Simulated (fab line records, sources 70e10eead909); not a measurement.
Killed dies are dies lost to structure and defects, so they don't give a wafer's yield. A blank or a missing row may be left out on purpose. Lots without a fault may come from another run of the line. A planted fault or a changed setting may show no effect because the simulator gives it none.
fab line records | flow nand_harc | part 1 of 2: steps 1 to 4 of 6
record lots=23 wafers=69 last_day=34
route steps=1302 shown A_STAIRCASE@813 A_SGD_CUT@906 A_SLIT@935
lots that met no fault: from a run of the same line without faults
start_h: hours from the record's first day to the start of the lot's first wafer shown | wait_h: hours since the lot's step before | " the same as in the row above | L1.1+2: a row that stands for several wafers | - no value, or no start given | * or withheld: withheld | < > ~ a bound
route shown NAME@n: a module of which the file shows steps, and the number in the route of the first | usual: mean/standard deviation of fault-free wafers | same: alike in all rows | chamber/n: place in a boat | sites: the reading at each site | _std_site: their standard deviation | _edge_site: outer sites' mean less inner sites' | radius_mm: how far each site lies from the wafer's centre | mask NAME#n: copy n | behind: the tool/chamber that last shaped the wafer | hold: why the lot was held/for how many hours/how that ended | device: the transistor (n, p or np) that didn't switch | end of line: the same wafers' tests at the end of the route | a step without rows: its recipe alone | killed: dies lost to structure and defects at the first sort, not the wafer's yield | map: a wafer's dies, x killed, . not, _ none there
set.NAME: the setting as run; set.NAME@STEP: as run at that earlier step | model.NAME: the simulator's own value behind a step, which no gauge read
steps of the route over a sample of lots; a table a step, a row a wafer
services: from which hour (start_h, from the record's first day; less than 0 if before it) a tool's chamber was out of use, for how many hours, and why
## steps
# step NHARC_A_STAIRCASE_STRIP_295
# recipe o2_flow_sccm=500 ar_flow_sccm=0 bias_w=0 chemistry=O2
# usual drypump_motor_current_A=6.0/0.53 oes_product_au=0.999/0.0078 rf_vpp_V=57.7/0.97 showerhead_plenum_p_Torr=3.50/0.16 throttle_valve_pct=17.037/0.0089
# columns lot.wafer tool chamber start_h wait_h drypump_motor_current_A oes_product_au rf_hours_counter_h rf_vpp_V showerhead_plenum_p_Torr throttle_valve_pct
L074.3 rie_diel-07 0 - - 6.1 1.002 24 58.2 3.59 17.049
L074.4 " 0 " " 6.1 1.007 - 57.8 3.59 17.034
L074.6 " 1 " " 6.1 0.993 - 57.6 3.76 17.025
L075.2 rie_diel-02 0 - - 4.9 1.015 57 57.4 3.27 17.029
L075.4 " 1 " " 5.7 0.999 53 59.2 3.41 17.020
L075.1 " 2 " " 5.4 1.000 54 56.5 3.33 17.038
L076.1 rie_diel-07 3 - - 5.1 0.999 32 57.2 3.42 17.037
L076.4 " 1 " " 6.1 0.982 - 58.8 3.75 17.047
L076.6 " 3 " " 5.1 1.008 - 57.8 3.42 17.030
L077.3 rie_diel-07 1 - - 6.1 0.993 36 58.1 3.75 17.025
L077.1 " 3 " " 5.1 0.990 34 56.9 3.42 17.041
L077.5 " 2 " " 6.5 1.004 - 58.1 3.55 17.044
L078.2 rie_diel-04 1 - - 6.8 0.996 27 56.9 3.63 17.032
L078.4 " 2 " " 6.4 1.010 19 58.4 3.41 17.045
L078.3 " 3 " " 6.0 1.004 19 57.6 3.44 17.046
L079.1 rie_diel-04 3 - - 6.0 0.997 20 57.4 3.44 17.036
L079.4 " 0 " " 6.1 0.993 28 57.1 3.31 17.032
L079.5 " 3 " " 6.1 0.997 - 57.4 3.44 17.039
L080.3 rie_diel-07 0 - - 6.0 0.993 43 56.8 3.58 17.039
L080.4 " 2 " " 6.5 1.004 35 58.6 3.54 17.036
L080.5 " 0 " " 6.0 1.004 - 58.0 3.58 17.019
L081.2 rie_diel-04 0 - - 6.0 0.995 48 57.3 3.30 17.031
L081.6 " 2 " " 6.3 0.996 - 57.6 3.40 17.051
L081.5 " 3 " " 6.0 0.997 - 58.3 3.43 17.041
L082.1 rie_diel-04 2 - - 6.3 0.998 39 56.8 3.40 17.035
L082.2 " 0 " " 6.1 1.000 48 57.4 3.30 17.030
L082.6 " 2 " " 6.4 0.998 - 58.1 3.40 17.026
L083.2 rie_diel-04 0 - - 6.1 1.002 48 57.1 3.30 17.046
L083.1 " 3 " " 6.1 1.001 41 56.7 3.43 17.034
L083.6 " 1 " " 6.8 1.006 - 58.3 3.62 17.020
L084.3 rie_diel-02 0 - - 4.9 0.985 26 59.5 3.79 17.040
L084.1 " 2 " " 5.4 0.989 23 56.2 3.32 17.030
L084.6 " 2 " " 5.4 0.991 - 57.5 3.32 17.033
L086.2 rie_diel-04 0 - - 6.1 0.996 60 56.6 3.29 17.031
L086.4 " 1 " " 6.7 0.990 54 57.9 3.61 17.033
L086.6 " 3 " " 6.0 0.998 - 57.4 3.42 17.041
L085.2 rie_diel-04 1 - - 6.8 1.009 55 57.5 3.61 17.031
L085.1 " 2 " " 6.3 0.991 51 57.1 3.40 17.034
L085.5 " 0 " " 6.1 0.995 - 55.6 3.29 17.057
L087.3 rie_diel-02 1 - - 5.7 0.990 32 57.1 3.39 17.029
L087.2 " 0 " " 4.9 0.999 39 59.4 3.79 17.045
L087.5 " 2 " " 5.4 0.992 - 55.4 3.31 17.039
L088.4 rie_diel-07 3 - - 5.1 0.995 12 55.6 3.41 17.040
L088.2 " 0 " " 6.1 0.989 10 57.6 3.57 17.041
L088.5 " 2 " " 6.5 1.015 - 58.9 3.53 17.038
L089.2 rie_diel-04 1 - - 6.8 1.002 58 58.2 3.61 17.056
L089.3 " 2 " " 6.4 1.010 54 58.2 3.39 17.046
L089.4 " 3 " " 6.0 1.001 57 57.9 3.42 17.031
L090.3 rie_diel-07 2 - - 6.5 1.014 22 58.5 3.53 17.036
L090.2 " 3 " " 5.1 1.010 22 58.9 3.40 17.040
L090.4 " 2 " " 6.5 1.019 - 57.9 3.53 17.019
L091.4 rie_diel-02 1 - - 5.7 0.996 43 57.4 3.39 17.042
L091.2 " 3 " " 5.4 0.990 56 58.4 3.46 17.038
L091.5 " 1 " " 5.7 0.988 - 56.4 3.39 17.035
L092.3 rie_diel-02 0 - - 4.9 1.007 52 57.0 3.78 17.030
L092.1 " 1 " " 5.7 0.998 43 57.7 3.38 17.045
L092.6 " 3 " " 5.4 0.998 - 59.3 3.46 17.044
L094.2 rie_diel-07 1 - - 6.1 1.007 40 57.1 3.72 17.045
L094.1 " 2 " " 6.5 1.010 39 57.9 3.52 17.045
L094.4 " 0 " " 6.1 0.997 33 58.0 3.55 17.033
L095.1 rie_diel-04 0 - - 6.1 0.992 17 57.4 3.80 17.018
L095.3 " 2 " " 6.4 0.998 19 57.4 3.38 17.042
L095.5 " 0 " " 6.0 0.991 - 60.7 3.80 17.042
L093.4 rie_diel-04 2 - - 6.3 0.989 20 58.5 3.38 17.041
L093.1 " 3 " " 6.0 0.992 19 57.5 3.41 17.037
L093.6 " 2 " " 6.4 0.993 - 57.1 3.38 17.031
L097.4 rie_diel-02 2 - - 5.5 0.988 12 58.7 3.30 17.040
L097.1 " 0 " " 4.9 0.990 16 58.7 3.77 17.050
L097.5 " 1 " " 5.7 1.000 - 56.8 3.38 17.056
# step NHARC_A_STAIRCASE_DEP_151
# recipe target_thk_a=72000 temp_c=400 target_thk_nm=7200 teos_flow_sccm=200 rf_w=500 material=SiO2
# usual heater_power_outer_w=380/54 heater_power_w=657/88 mfc_precursor_sccm=200.1/0.68
# columns lot.wafer tool chamber start_h wait_h heater_power_outer_w heater_power_w mfc_precursor_sccm
L074.3 pecvd-03 1 413.71 0.5 371 595 199.4
L074.4 " 1 " " 317 534 198.8
L074.6 " 2 " " 329 570 201.3
L075.1 pecvd-04 0 413.77 0.5 395 657 199.1
L075.2 " 1 " " 401 655 200.4
L075.4 " 0 " " 390 620 199.5
L076.1 pecvd-02 2 422.21 0.5 471 856 198.8
L076.6 " 1 " " 334 604 200.6
L076.4 " 0 " " 343 649 200.2
L077.3 pecvd-02 1 433.62 0.4 358 635 200.6
L077.1 " 0 " " 434 769 200.7
L077.5 " 0 " " 331 639 201.3
L078.2 pecvd-02 2 447.41 0.4 424 788 199.3
L078.3 " 1 " " 347 632 200.1
L078.4 " 1 " " 330 597 199.6
L079.1 pecvd-03 0 447.51 0.5 503 833 200.0
L079.5 " 2 " " 331 590 199.3
L079.4 " 0 " " 393 702 199.6
L080.3 pecvd-03 0 463.15 0.4 435 751 200.2
L080.4 " 1 " " 307 538 199.8
L080.5 " 2 " " 332 566 200.8
L083.2 pecvd-04 2 500.08 0.4 354 574 200.1
L083.1 " 0 " " 475 758 201.0
L083.6 " 2 " " 279 476 199.2
L082.2 pecvd-02 0 500.10 0.4 423 771 197.8
L082.1 " 2 " " 411 731 201.4
L082.6 " 0 " " 350 644 199.0
L081.2 pecvd-03 1 500.19 0.5 404 646 200.7
L081.6 " 0 " " 405 678 200.4
L081.5 " 2 " " 323 585 199.4
L084.1 pecvd-04 1 503.35 0.4 360 625 200.3
L084.3 " 0 " " 445 723 199.5
L084.6 " 2 " " 281 474 199.4
L086.2 pecvd-02 2 527.69 0.5 459 772 199.9
L086.6 " 1 " " 328 613 199.9
L086.4 " 2 " " 367 694 199.8
L085.2 pecvd-04 0 532.12 0.4 431 696 199.6
L085.1 " 2 " " 337 550 200.1
L085.5 " 2 " " 274 481 200.0
L088.2 pecvd-02 1 549.19 0.5 359 639 199.9
L088.4 " 0 " " 339 652 200.2
L088.5 " 1 " " 318 618 200.1
L087.3 pecvd-04 1 549.20 0.5 389 637 199.1
L087.2 " 2 " " 337 560 199.9
L087.5 " 1 " " 345 592 199.2
L089.3 pecvd-02 1 549.66 0.9 407 699 199.7
L089.2 " 2 " " 480 831 200.4
L089.4 " 0 " " 341 648 200.3
L090.3 pecvd-02 0 571.95 0.4 405 747 199.7
L090.2 " 2 " " 452 787 200.4
L090.4 " 2 " " 368 699 199.9
L091.2 pecvd-04 2 578.28 0.6 343 562 200.0
L091.4 " 1 " " 347 579 199.9
L091.5 " 2 " " 285 486 199.6
L092.1 pecvd-03 0 585.23 0.4 449 721 200.8
L092.3 " 0 " " 417 708 201.5
L092.6 " 1 " " 317 535 200.0
L095.3 pecvd-04 2 624.13 0.4 297 487 200.7
L095.1 " 0 " " 473 733 199.5
L095.5 " 1 " " 338 591 200.7
L093.1 pecvd-03 1 624.16 0.5 397 636 200.2
L093.6 " 2 " " 288 532 200.1
L093.4 " 0 " " 419 708 199.6
L094.2 pecvd-02 2 624.16 0.5 407 722 199.0
L094.1 " 0 " " 436 770 200.3
L094.4 " 0 " " 335 652 200.2
L097.1 pecvd-02 0 641.28 0.4 442 784 200.7
L097.5 " 0 " " 337 652 200.5
L097.4 " 1 " " 365 645 200.6
# step NHARC_A_STAIRCASE_DESCUM_443
# recipe time_s=3 o2_flow_sccm=200 ar_flow_sccm=0 bias_power_w=0 chemistry=O2
# usual drypump_motor_current_A=5.8/0.53 oes_product_au=0.999/0.0081 rf_vpp_V=57.8/0.99 showerhead_plenum_p_Torr=1.90/0.092 throttle_valve_pct=11.312/0.0089
# columns lot.wafer tool chamber start_h wait_h drypump_motor_current_A oes_product_au rf_hours_counter_h rf_vpp_V showerhead_plenum_p_Torr throttle_valve_pct
L075.4 rie_diel-02 3 439.19 - 5.3 0.989 8 55.7 1.89 11.332
L075.1 " 0 " " 4.9 0.995 8 58.1 2.07 11.331
L075.2 " 2 " " 5.4 0.987 7 57.1 1.80 11.299
L074.3 rie_diel-04 3 439.22 - 6.0 1.005 21 58.2 1.86 11.298
L074.4 " 0 " " 6.0 1.005 - 56.9 1.78 11.324
L074.6 " 2 " " 6.3 1.001 - 56.9 1.85 11.318
L076.4 rie_diel-04 1 448.85 - 6.8 1.010 30 58.8 1.97 11.313
L076.1 " 2 " " 6.3 1.012 26 57.6 1.84 11.299
L076.6 " 1 " " 6.8 1.001 - 59.0 1.97 11.321
L077.1 rie_diel-04 0 459.21 - 6.0 0.998 37 56.2 1.78 11.328
L077.3 " 1 " " 6.7 0.999 33 58.2 1.97 11.318
L077.5 " 0 " " 6.0 1.002 - 56.5 1.78 11.307
L079.1 rie_diel-02 1 474.26 - 5.6 0.980 17 58.6 1.84 11.314
L079.4 " 2 " " 5.4 0.987 18 57.2 1.79 11.319
L079.5 " 1 " " 5.7 0.990 - 57.5 1.84 11.309
L078.4 rie_diel-02 0 474.31 - 4.9 1.003 17 57.8 2.07 11.318
L078.2 " 1 " " 5.7 0.987 17 57.8 1.84 11.307
L078.3 " 3 " " 5.3 0.990 19 56.8 1.89 11.306
L080.4 rie_diel-04 2 490.57 - 6.3 0.997 43 57.6 1.84 11.319
L080.3 " 3 " " 6.0 0.996 44 57.5 1.86 11.322
L080.5 " 2 " " 6.3 0.994 - 57.7 1.84 11.329
L081.2 rie_diel-07 1 526.66 - 6.1 1.007 13 58.7 2.03 11.307
L081.5 " 0 " " 6.0 1.004 - 59.6 1.94 11.303
L081.6 " 1 " " 6.1 0.999 - 59.3 2.03 11.306
L083.1 rie_diel-04 3 526.73 - 6.0 1.005 58 57.7 1.85 11.314
L083.2 " 1 " " 6.7 0.996 58 56.9 1.96 11.311
L083.6 " 3 " " 6.0 1.006 - 58.5 1.85 11.315
L082.1 rie_diel-02 3 526.85 - 5.3 0.990 40 58.8 1.88 11.306
L082.2 " 0 " " 4.9 0.996 39 58.6 2.06 11.304
L082.6 " 0 " " 4.9 1.005 - 58.1 2.06 11.301
L084.3 rie_diel-02 2 526.92 - 5.4 0.972 36 57.6 1.79 11.311
L084.1 " 3 " " 5.4 0.983 40 57.1 1.88 11.302
L084.6 " 2 " " 5.4 0.986 - 56.3 1.79 11.313
L086.2 rie_diel-04 0 555.04 - 6.0 0.998 2 59.5 2.08 11.309
L086.4 " 1 " " 6.8 1.001 2 58.7 1.96 11.306
L086.6 " 2 " " 6.3 0.993 - 57.9 1.83 11.323
L085.2 rie_diel-07 3 555.19 - 5.1 0.990 23 59.0 1.84 11.309
L085.1 " 0 " " 6.1 0.998 19 58.0 1.93 11.332
L085.5 " 2 " " 6.5 1.018 - 57.8 1.91 11.312
L088.2 rie_diel-07 1 573.21 - 6.1 0.997 27 57.9 2.03 11.300
L088.4 " 0 " " 6.1 0.992 23 58.6 1.93 11.305
L088.5 " 1 " " 6.1 0.999 - 57.4 2.03 11.315
L089.4 rie_diel-04 3 573.25 - 6.0 1.010 7 56.8 1.85 11.309
L089.2 " 0 " " 6.1 1.000 7 59.0 2.07 11.315
L089.3 " 1 " " 6.7 0.997 8 57.6 1.96 11.287
L087.3 rie_diel-07 3 573.31 - 5.1 0.998 26 58.1 1.84 11.305
L087.2 " 1 " " 6.1 0.996 27 58.2 2.03 11.311
L087.5 " 2 " " 6.5 1.010 - 58.0 1.91 11.310
L090.3 rie_diel-02 3 601.46 - 5.4 0.993 6 57.5 1.87 11.312
L090.4 " 0 " " 4.9 1.000 5 59.9 2.06 11.311
L090.2 " 1 " " 5.7 1.000 5 57.2 1.83 11.314
L091.4 rie_diel-02 0 610.78 - 4.9 1.004 11 58.3 2.05 11.314
L091.2 " 1 " " 5.7 1.006 10 57.8 1.83 11.296
L091.5 " 3 " " 5.4 0.994 - 56.7 1.87 11.310
L092.3 rie_diel-04 1 617.02 - 6.8 1.004 26 57.4 1.95 11.309
L092.1 " 2 " " 6.4 1.004 24 56.8 1.83 11.301
L092.6 " 1 " " 6.7 0.998 - 57.8 1.95 11.317
L094.4 rie_diel-04 2 648.58 - 6.3 0.995 33 56.9 1.82 11.329
L094.2 " 3 " " 6.0 1.013 35 57.1 1.84 11.308
L094.1 " 1 " " 6.7 1.007 35 58.8 1.95 11.312
L093.4 rie_diel-02 1 648.74 - 5.7 1.003 23 57.2 1.82 11.313
L093.1 " 3 " " 5.4 1.008 22 58.4 1.87 11.325
L093.6 " 1 " " 5.6 1.003 - 57.1 1.82 11.323
L095.1 rie_diel-07 0 648.94 - 6.0 0.999 46 57.6 1.92 11.327
L095.3 " 1 " " 6.1 1.011 56 58.9 2.02 11.310
L095.5 " 2 " " 6.5 1.009 - 58.2 1.90 11.316
L097.4 rie_diel-02 3 667.44 - 5.4 1.002 26 57.5 1.87 11.315
L097.1 " 1 " " 5.6 1.000 29 56.9 1.82 11.314
L097.5 " 2 " " 5.4 0.992 - 57.8 1.78 11.322
# step NHARC_A_SGD_CUT_ETCH_59
# recipe target_depth_a=2600 over_etch_frac=0.25 time_s=406.25 ion_energy_ev=200 n2_flow_sccm=150 h2_flow_sccm=150 ar_flow_sccm=0 rf_w=400 bias_w=150 chemistry=N2/H2
# usual drypump_motor_current_A=5.8/0.35 oes_product_au=0.998/0.0072 rf_vpp_V=429.8/2.7 showerhead_plenum_p_Torr=2.01/0.092 throttle_valve_pct=14.170/0.0087
# columns lot.wafer tool chamber start_h wait_h drypump_motor_current_A oes_product_au rf_hours_counter_h rf_vpp_V showerhead_plenum_p_Torr throttle_valve_pct
L075.4 rie_diel-08 0 - - 6.4 0.996 3 431.2 2.12 14.157
L075.1 " 1 " " 6.2 0.994 3 430.3 2.01 14.174
L075.2 " 2 " " 5.8 1.010 3 431.2 2.07 14.172
L074.4 rie_diel-05 2 - - 5.9 0.994 2 427.3 1.91 14.158
L074.3 " 3 " " 5.8 1.007 1 434.8 2.20 14.167
L074.6 " 1 " " 5.9 1.006 - 426.7 1.94 14.173
L076.4 rie_diel-08 1 - - 6.2 1.000 3 430.0 2.01 14.183
L076.1 " 2 " " 5.8 1.010 3 432.9 2.07 14.166
L076.6 " 1 " " 6.3 1.002 - 430.1 2.01 14.162
L077.3 rie_diel-08 2 - - 5.8 1.001 3 430.5 2.07 14.165
L077.1 " 3 " " 5.5 0.994 4 430.3 2.06 14.179
L077.5 " 2 " " 5.8 1.000 - 432.2 2.07 14.168
L079.1 rie_diel-08 0 - - 6.4 0.998 5 432.6 2.12 14.173
L079.5 " 1 " " 6.2 1.001 - 430.9 2.01 14.172
L079.4 " 3 " " 5.6 0.993 - 431.7 2.06 14.182
L078.2 rie_diel-05 2 - - 5.9 0.993 4 426.5 1.91 14.175
L078.4 " 3 " " 5.8 1.006 4 434.8 2.20 14.176
L078.3 " 1 " " 5.9 1.017 3 427.6 1.94 14.169
L080.4 rie_diel-13 3 - - 5.4 1.002 11 434.2 2.13 14.170
L080.3 " 0 " " 6.3 1.009 11 427.1 1.93 14.164
L080.5 " 2 " " 5.6 0.991 - 429.5 1.92 14.151
L083.1 rie_diel-05 0 - - 5.8 1.010 7 426.2 1.90 14.162
L083.2 " 1 " " 5.9 1.004 6 427.7 1.94 14.155
L083.6 " 0 " " 5.8 1.009 - 426.4 1.90 14.165
L081.2 rie_diel-08 1 - - 6.2 0.992 7 428.8 2.01 14.170
L081.6 " 1 " " 6.2 0.988 - 430.5 2.01 14.173
L081.5 " 2 " " 5.8 1.009 - 432.3 2.07 14.182
L082.2 rie_diel-13 3 - - 5.4 1.006 1 432.5 2.13 14.161
L082.1 " 0 " " 6.3 0.999 1 427.6 1.93 14.180
L082.6 " 1 " " 5.1 0.994 - 429.6 1.99 14.172
L084.3 rie_diel-13 2 - - 5.5 0.996 1 426.1 1.92 14.176
L084.1 " 3 " " 5.4 0.994 1 434.3 2.13 14.166
L084.6 " 2 " " 5.6 0.988 - 427.4 1.92 14.185
L086.4 rie_diel-13 2 - - 5.6 0.980 3 426.8 1.92 14.182
L086.2 " 0 " " 6.3 0.998 3 427.5 1.93 14.166
L086.6 " 2 " " 5.5 0.993 - 426.6 1.92 14.165
L085.1 rie_diel-05 3 - - 5.8 1.016 8 435.1 2.20 14.166
L085.2 " 0 " " 5.8 0.998 9 427.3 1.90 14.166
L085.5 " 2 " " 5.9 0.996 - 427.0 1.91 14.175
L089.4 rie_diel-08 1 - - 6.2 1.006 1 429.9 2.01 14.165
L089.3 " 2 " " 5.8 0.997 1 432.0 2.07 14.154
L089.2 " 3 " " 5.6 0.993 2 430.3 2.06 14.169
L088.2 rie_diel-05 2 - - 6.0 0.985 9 427.4 1.91 14.160
L088.5 " 2 " " 5.9 0.997 - 426.5 1.91 14.161
L088.4 " 1 " " 5.9 0.993 - 427.7 1.94 14.168
L087.2 rie_diel-08 1 - - 6.3 1.008 2 429.3 2.01 14.167
L087.3 " 3 " " 5.6 0.998 2 430.6 2.06 14.176
L087.5 " 2 " " 5.8 1.001 - 431.7 2.07 14.183
L090.3 rie_diel-05 1 - - 5.9 0.995 0 427.5 1.94 14.165
L090.4 " 3 " " 5.8 1.010 0 434.2 2.20 14.166
L090.2 " 0 " " 5.8 1.001 0 428.1 1.90 14.184
L091.2 rie_diel-08 3 - - 5.6 0.998 4 430.5 2.06 14.180
L091.4 " 0 " " 6.4 1.005 3 432.4 2.12 14.184
L091.5 " 1 " " 6.2 1.009 - 429.9 2.01 14.173
L092.1 rie_diel-05 2 - - 5.9 0.986 1 426.7 1.91 14.171
L092.3 " 3 " " 5.8 0.988 2 435.4 2.20 14.176
L092.6 " 0 " " 5.8 0.991 - 426.7 1.90 14.158
L094.1 rie_diel-13 1 - - 5.1 0.992 10 428.8 1.99 14.173
L094.4 " 2 " " 5.6 0.987 11 425.3 1.92 14.170
L094.2 " 0 " " 6.3 1.001 10 426.3 1.93 14.168
L093.4 rie_diel-05 0 - - 5.8 0.993 3 426.5 1.90 14.176
L093.1 " 1 " " 5.9 0.994 4 428.2 1.94 14.160
L093.6 " 2 " " 5.9 0.989 - 426.6 1.91 14.170
L095.3 rie_diel-08 0 - - 6.4 0.991 4 432.5 2.12 14.170
L095.1 " 1 " " 6.2 1.002 5 429.9 2.01 14.168
L095.5 " 2 " " 5.8 1.003 - 431.3 2.06 14.170
L097.4 rie_diel-13 1 - - 5.1 0.999 13 426.8 1.99 14.161
L097.1 " 3 " " 5.4 1.007 13 432.5 2.13 14.181
L097.5 " 1 " " 5.1 1.005 - 429.6 1.99 14.174
